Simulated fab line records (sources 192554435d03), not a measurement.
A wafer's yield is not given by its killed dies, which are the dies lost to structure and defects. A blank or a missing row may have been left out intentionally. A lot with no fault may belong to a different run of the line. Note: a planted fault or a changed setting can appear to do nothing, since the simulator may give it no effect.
Chamber matching + flow n5-finfet + N5_BEOL_M14_TRENCH_ETCH_34 on rie-diel-02 has 4 sister chambers
The step etches SiO2 in C4F8/O2/Ar, target depth 556.65 nm, time 126.9 s. 18 wafers are shown with their chamber, then 9 later ones without.

WAFERS, EACH WITH ITS CHAMBER
| wafer  | chamber | rf-vpp-V (V) | throttle-valve-pct (%) | showerhead-plenum-p-Torr (Torr) |
|--------|---------|--------------|------------------------|---------------------------------|
| L074.1 | 2       | 2270         | 31.43                  | 3.27                            |
| L074.3 | 0       | 2186         | 30.80                  | 3.31                            |
| L074.5 | 2       | 2268         | 31.43                  | 3.27                            |
| L081.1 | 3       | 2280         | 31.49                  | 3.54                            |
| L081.2 | 1       | 2190         | 30.94                  | 3.41                            |
| L081.6 | 1       | 2191         | 30.93                  | 3.41                            |
| L083.2 | 2       | 2268         | 31.44                  | 3.26                            |
| L083.4 | 1       | 2189         | 30.93                  | 3.41                            |
| L083.6 | 0       | 2184         | 30.82                  | 3.30                            |
| L085.2 | 3       | 2280         | 31.48                  | 3.53                            |
| L085.5 | 3       | 2281         | 31.49                  | 3.53                            |
| L085.6 | 0       | 2185         | 30.81                  | 3.29                            |
| L084.2 | 2       | 2269         | 31.44                  | 3.26                            |
| L084.5 | 3       | 2281         | 31.49                  | 3.53                            |
| L084.6 | 2       | 2270         | 31.44                  | 3.26                            |
| L089.1 | 0       | 2184         | 30.83                  | 3.29                            |
| L089.4 | 1       | 2190         | 30.95                  | 3.41                            |
| L089.6 | 0       | 2184         | 30.84                  | 3.29                            |

SIGNATURES, as means of the wafers listed above
| reading                  | chamber 0 | chamber 1 | chamber 2 | chamber 3 | scatter within a chamber |
|--------------------------|-----------|-----------|-----------|-----------|--------------------------|
| rf-vpp-V                 | 2184.60   | 2190.00   | 2269.00   | 2280.50   | 0.854                    |
| throttle-valve-pct       | 30.8200   | 30.9375   | 31.4360   | 31.4875   | 0.0102                   |
| showerhead-plenum-p-Torr | 3.2960    | 3.4100    | 3.2640    | 3.5325    | 0.00607                  |
Rule: for a wafer and a chamber, the distance is found by dividing, reading by reading, the gap between the wafer's reading and the chamber's mean by the reading's scatter, squaring, summing and taking the root. If the next closest chamber is less than 2 further off than the closest, the wafer can't be placed; otherwise it belongs to the closest. The scatter: the root of (the sum of the squares of (reading less its chamber's mean) over the shown wafers, divided by (wafers less chambers)).

WAFERS WHOSE CHAMBER IS MISSING
| wafer  | rf-vpp-V (V) | throttle-valve-pct (%) | showerhead-plenum-p-Torr (Torr) |
|--------|--------------|------------------------|---------------------------------|
| L087.2 | 2190         | 30.93                  | 3.41                            |
| L087.3 | 2280         | 31.51                  | 3.53                            |
| L087.6 | 2184         | 30.83                  | 3.29                            |
| L090.3 | 2183         | 30.83                  | 3.29                            |
| L090.4 | 2281         | 31.49                  | 3.53                            |
| L090.6 | 2184         | 30.82                  | 3.29                            |
| L097.3 | 2182         | 30.85                  | 3.27                            |
| L097.4 | 2189         | 30.95                  | 3.40                            |
| L097.5 | 2182         | 30.86                  | 3.27                            |

WHICH CHAMBER EACH WENT THROUGH
| wafer  | from the rows above | in truth |
|--------|---------------------|----------|
| L087.2 | 1                   | 1        |
| L087.3 | 3                   | 3        |
| L087.6 | 0                   | 0        |
| L090.3 | 0                   | 0        |
| L090.4 | 3                   | 3        |
| L090.6 | 0                   | 0        |
| L097.3 | 0                   | 0        |
| L097.4 | 1                   | 1        |
| L097.5 | 0                   | 0        |
Correctly placed: 9 of 9. Number that these rows cannot place: 0. 0 placed wrongly.
